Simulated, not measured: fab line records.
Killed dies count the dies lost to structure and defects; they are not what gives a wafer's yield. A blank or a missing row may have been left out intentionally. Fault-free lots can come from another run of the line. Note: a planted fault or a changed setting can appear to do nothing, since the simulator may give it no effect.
fab line records ; flow nandHarc ; part 2 of 2: steps 33 to 39 of 39
record lots=5; wafers=15; lastDay=32
route steps=1302 shown P_GATE@114
lots that met no fault: from a run of the same line without faults
startH: hours from the record's opening day to when the first of the lot's shown wafers began ; waitH: hours elapsed since this lot's preceding step ; " as in the row above ; L1.1+2: a single row standing in for several wafers ; - value missing, or start not given ; * or withheld: withheld ; < > ~ a bound
route shown NAME@n: NAME is a module with steps in the file, n the number in the route of the first one ; usual: mean/standard deviation taken from wafers without a fault ; same: alike in all rows ; chamber/n: place in a boat ; sites: readings site by site ; _std_site: the standard deviation of these ; _edge_site: inner sites' mean taken away from outer sites' mean ; radiusMm: how far each site lies from the wafer's centre ; mask NAME#n: copy n ; behind: the tool/chamber that last shaped the wafer ; hold: the reason the lot was held/the length of the hold in hours/how it ended ; device: the n, p or np transistor that did not switch ; end of line: the tests these same wafers got at the end of their route ; step lacking rows: just its recipe ; killed: the dies lost at the first sort to structure and to defects; this is not the yield of the wafer ; map: a wafer's dies, x killed, . not, _ none there
set.NAME: the setting that was run; set.NAME@STEP: the one run at that earlier step ; model.NAME: the simulator's own value behind a step, which no gauge read
certain route steps with their lots: each step a table, each wafer a row
services: when a tool's chamber went out of use (startH, in hours from the record's first day, below 0 if earlier), for how many hours, and the reason
## steps
# step NHARC_P_GATE_HM_OPEN_105
# recipe targetDepthA=3600; o2FlowSccm=400; cosFlowSccm=20; arFlowSccm=0; rfW=500; biasW=300; chemistry=O2/COS
# usual drypumpMotorCurrentA=5.7/0.53; mfcArSccm=0.008/0.008; oesProductAu=1.002/0.015; rfVppV=467.1/2.5; showerheadPlenumPTorr=3.12/0.12; throttleValvePct=28.329/0.0097
lot.wafer;tool;chamber;startH;waitH;drypumpMotorCurrentA;mfcArSccm;oesProductAu;rfHoursCounterH;rfVppV;showerheadPlenumPTorr;throttleValvePct
L077.2;rieDiel-08;1;-;-;5.2;0.012;1.015;9;471.4;3.30;28.336
L077.1;rieDiel-08;3;-;-;6.5;0.019;1.005;9;467.6;3.08;28.322
L077.6;rieDiel-08;0;-;-;5.3;0.014;0.998;-;464.8;2.99;28.329
L078.4;rieDiel-07;3;-;-;6.1;0;0.984;1;462.5;2.92;28.343
L078.2;rieDiel-07;2;-;-;6.3;0.017;0.991;1;467.7;3.16;28.338
L078.6;rieDiel-07;3;-;-;6.1;0;0.996;-;463.6;2.92;28.331
L081.1;rieDiel-07;2;-;-;6.3;0.017;0.985;3;468.2;3.15;28.314
L081.5;rieDiel-07;3;-;-;6.1;0;0.992;-;462.2;2.92;28.338
L081.4;rieDiel-07;2;-;-;6.3;0.017;0.970;-;467.2;3.15;28.326
L083.2;rieDiel-04;2;-;-;6.2;0;1.021;1;464.5;3.03;28.332
L083.6;rieDiel-04;1;-;-;6.3;0;1.013;-;466.8;3.14;28.330
L083.5;rieDiel-04;2;-;-;6.2;0;1.021;-;465.4;3.03;28.328
L095.4;rieDiel-08;1;-;-;5.2;0.012;0.993;4;469.2;3.30;28.327
L095.1;rieDiel-08;2;-;-;5.0;0;0.997;5;465.2;3.05;28.335
L095.2;rieDiel-08;0;-;-;5.3;0.014;1.022;5;465.7;2.99;28.335
# step NHARC_P_GATE_STRIP_106
# recipe o2FlowSccm=400; cosFlowSccm=20; arFlowSccm=0; biasW=0; chemistry=O2/COS
lot.wafer;tool;chamber;startH;waitH
L077.1+2+6;rieDiel-08;0,1,3;-;-
L078.2+4+6;rieDiel-07;0,1,2;-;-
L081.1+4+5;rieDiel-07;1,3,1;-;-
L083.2+6+5;rieDiel-04;1,2,3;-;-
L095.4+1+2;rieDiel-08;2,3,1;-;-
# step NHARC_P_GATE_ETCH_114
# recipe targetDepthA=300; overetchA=30; timeS=16.5; ionEnergyEv=100; cf4FlowSccm=80; o2FlowSccm=20; arFlowSccm=0; rfW=300; biasW=100; chemistry=CF4/O2
# usual drypumpMotorCurrentA=5.7/0.53; mfcArSccm=0.008/0.0081; oesProductAu=1.003/0.014; rfVppV=197.9/1.3; showerheadPlenumPTorr=1.33/0.05; throttleValvePct=13.397/0.0089
lot.wafer;tool;chamber;startH;waitH;drypumpMotorCurrentA;mfcArSccm;oesProductAu;rfHoursCounterH;rfVppV;showerheadPlenumPTorr;throttleValvePct
L077.2;rieDiel-08;3;-;-;6.5;0.019;1.006;9;197.7;1.32;13.395
L077.1;rieDiel-08;1;-;-;5.2;0.012;1.025;9;200.2;1.41;13.396
L077.6;rieDiel-08;3;-;-;6.5;0.019;1.003;-;198.1;1.32;13.384
L078.4;rieDiel-07;3;-;-;6.1;0;0.988;1;194.7;1.25;13.396
L078.2;rieDiel-07;0;-;-;5.6;0.017;0.996;1;198.8;1.38;13.406
L078.6;rieDiel-07;2;-;-;6.3;0.017;0.985;-;197.0;1.35;13.394
L081.1;rieDiel-07;3;-;-;6.1;0;0.999;2;195.6;1.25;13.383
L081.5;rieDiel-07;3;-;-;6.1;0;1.000;-;194.9;1.25;13.388
L081.4;rieDiel-07;1;-;-;6.0;0;1.003;-;198.2;1.41;13.419
L083.2;rieDiel-04;1;-;-;6.2;0;0.991;1;199.5;1.34;13.396
L083.6;rieDiel-04;2;-;-;6.2;0;1.024;-;197.2;1.30;13.381
L083.5;rieDiel-04;3;-;-;5.4;0;1.010;-;195.8;1.34;13.402
L095.4;rieDiel-08;3;-;-;6.5;0.019;1.006;5;196.6;1.32;13.393
L095.1;rieDiel-08;0;-;-;5.3;0.014;1.024;5;196.3;1.28;13.396
L095.2;rieDiel-08;1;-;-;5.2;0.012;0.999;4;200.0;1.41;13.393
# step NHARC_P_GATE_ETCH_32
# recipe targetDepthA=1500; overEtchFrac=1; overEtchIonEnergyEv=40; timeS=100.1; hbrFlowSccm=150; cl2FlowSccm=50; rfW=400; icpW=400; biasW=100; chemistry=HBr/Cl2
# usual drypumpMotorCurrentA=6.0/0.32; mfcCl2Sccm=50.01/0.16; oesProductAu=1.003/0.013; throttleValvePct=26.406/0.0092
lot.wafer;tool;chamber;startH;waitH;drypumpMotorCurrentA;mfcCl2Sccm;oesProductAu;rfHoursCounterH;throttleValvePct
L077.2;rieSi-03;0;123.17;-;5.5;50.06;1.036;0.41;26.393
L077.1;rieSi-03;2;123.17;-;6.4;49.96;0.981;0.49;26.415
L077.6;rieSi-03;1;123.17;-;5.6;50.10;0.999;-;26.425
L078.2;rieSi-01;0;134.85;-;6.2;50.32;1.019;0.58;26.397
L078.4;rieSi-01;1;134.85;-;6.3;49.93;1.008;0.64;26.408
L078.6;rieSi-01;3;134.85;-;5.8;49.87;0.999;-;26.412
L081.1;rieSi-03;3;172.15;-;5.9;49.98;1.019;0.86;26.409
L081.4;rieSi-03;2;172.15;-;6.4;49.91;0.973;-;26.407
L081.5;rieSi-03;3;172.15;-;5.8;50.11;1.024;-;26.417
L083.2;rieSi-01;1;191.56;-;6.3;50.16;1.014;0.92;26.400
L083.5;rieSi-01;3;191.56;-;5.8;50.09;0.991;-;26.404
L083.6;rieSi-01;0;191.56;-;6.2;49.88;1.024;-;26.391
L095.4;rieSi-03;3;303.40;-;5.9;49.94;1.013;0.48;26.410
L095.1;rieSi-03;0;303.40;-;5.5;50.08;1.008;0.32;26.400
L095.2;rieSi-03;2;303.40;-;6.4;49.95;0.999;0.45;26.426
# step NHARC_P_GATE_STRIP_108
# recipe o2FlowSccm=500; arFlowSccm=0; biasW=0; chemistry=O2
# usual drypumpMotorCurrentA=5.9/0.39; mfcArSccm=0.004/0.0073; oesProductAu=0.999/0.017; rfVppV=57.8/0.82; showerheadPlenumPTorr=3.53/0.12; throttleValvePct=17.037/0.0093
lot.wafer;tool;chamber;startH;waitH;drypumpMotorCurrentA;mfcArSccm;oesProductAu;rfHoursCounterH;rfVppV;showerheadPlenumPTorr;throttleValvePct
L077.2;rieDiel-04;3;123.33;-;5.3;0;1.008;6;57.1;3.53;17.018
L077.1;rieDiel-04;0;123.33;-;5.8;0;0.992;6;57.8;3.61;17.030
L077.6;rieDiel-04;0;123.33;-;5.8;0;1.005;-;56.7;3.61;17.024
L078.4;rieDiel-08;1;135.03;-;5.2;0.012;1.016;9;58.1;3.73;17.042
L078.2;rieDiel-08;2;135.03;-;5.0;0;1.003;10;58.0;3.45;17.032
L078.6;rieDiel-08;3;135.03;-;6.5;0.019;0.995;-;56.9;3.49;17.038
L081.1;rieDiel-07;1;172.30;-;6.0;0;1.013;3;57.6;3.73;17.014
L081.5;rieDiel-07;1;172.30;-;6.0;0;1.012;-;60.3;3.73;17.040
L081.4;rieDiel-07;2;172.30;-;6.3;0.017;0.978;-;57.5;3.57;17.030
L083.2;rieDiel-04;3;191.78;-;5.4;0;1.007;1;57.0;3.53;17.042
L083.5;rieDiel-04;1;191.78;-;6.3;0;1.000;-;59.1;3.55;17.040
L083.6;rieDiel-04;2;191.78;-;6.2;0;1.012;-;57.9;3.43;17.029
L095.1;rieDiel-04;0;303.57;-;5.8;0;0.961;9;57.1;3.61;17.052
L095.4;rieDiel-04;1;303.57;-;6.3;0;0.982;9;58.2;3.55;17.041
L095.2;rieDiel-04;2;303.57;-;6.1;0;1.020;10;58.6;3.42;17.024
# step NHARC_P_GATE_CD_MEAS_33
# usual cdNm=119/4.1
lot.wafer;tool;chamber;startH;waitH;cdNm
L077.1;cdSem-01;-;123.51;-;126
L077.2;cdSem-01;-;123.51;-;125
L077.6;cdSem-01;-;123.51;-;121
L078.2;cdSem-03;-;135.17;-;118
L078.4;cdSem-03;-;135.17;-;116
L078.6;cdSem-03;-;135.17;-;117
L081.1;cdSem-01;-;172.50;0.2;118
L081.4;cdSem-01;-;172.50;0.2;122
L081.5;cdSem-01;-;172.50;0.2;120
L083.2;cdSem-01;-;191.93;-;117
L083.5;cdSem-01;-;191.93;-;117
L083.6;cdSem-01;-;191.93;-;120
L095.1;cdSem-01;-;303.74;-;118
L095.2;cdSem-01;-;303.74;-;122
L095.4;cdSem-01;-;303.74;-;124
# step NHARC_P_GATE_STRIP_35
# recipe timeS=600; tempC=130; chemistry=SPM
# usual tempC=129.99/0.14
lot.wafer;tool;chamber;startH;waitH;tempC
L077.1;wetBench-04;3;123.61;0.1;130.33
L077.6;wetBench-04;4;123.61;0.1;130.19
L077.2;wetBench-04;6;123.61;0.1;129.92
L078.2;wetBench-09;1;135.26;0.1;129.88
L078.6;wetBench-09;2;135.26;0.1;129.91
L078.4;wetBench-09;3;135.26;0.1;129.88
L081.1;wetBench-03;5;172.59;0.1;130.00
L081.4;wetBench-03;6;172.59;0.1;129.91
L081.5;wetBench-03;0;172.59;0.1;129.90
L083.2;wetBench-04;6;192.01;0.1;129.94
L083.6;wetBench-04;7;192.01;0.1;130.09
L083.5;wetBench-04;0;192.01;0.1;129.85
L095.1;wetBench-04;3;303.83;0.1;130.02
L095.2;wetBench-04;4;303.83;0.1;129.95
L095.4;wetBench-04;7;303.83;0.1;129.89
## services
tool;chamber;startH;hours;kind
rieSi-03;1;92.13;6.6;repair
krfScanner-02;-;94.00;4.0;pm
rieDiel-08;1;112.78;9.7;repair
rieDiel-07;-;117.20;9.0;pm
lithoTrack-05;-;124.00;7.0;pm
rieDiel-04;3;152.06;3.6;repair
lithoTrack-01;-;155.00;7.0;pm
rieDiel-07;0;169.16;5.7;repair
wetBench-09;-;176.80;8.0;pm
rieDiel-04;-;178.47;9.0;pm
lithoTrack-06;-;179.00;7.0;pm
rieDiel-08;2;181.54;8.8;repair
rieDiel-08;-;190.86;9.0;pm
rieDiel-07;0;193.09;6.3;repair
lithoTrack-04;-;203.00;7.0;pm
rieDiel-04;1;203.54;13.0;repair
lithoTrack-02;-;227.00;7.0;pm
wetBench-04;-;227.20;8.0;pm
rieDiel-04;2;235.21;8.3;repair
rieDiel-07;-;243.73;0.5;repair
lithoTrack-07;-;251.00;7.0;pm
rieDiel-08;1;274.08;4.2;repair
rieDiel-07;-;294.20;9.0;pm
lithoTrack-05;-;299.01;7.0;pm
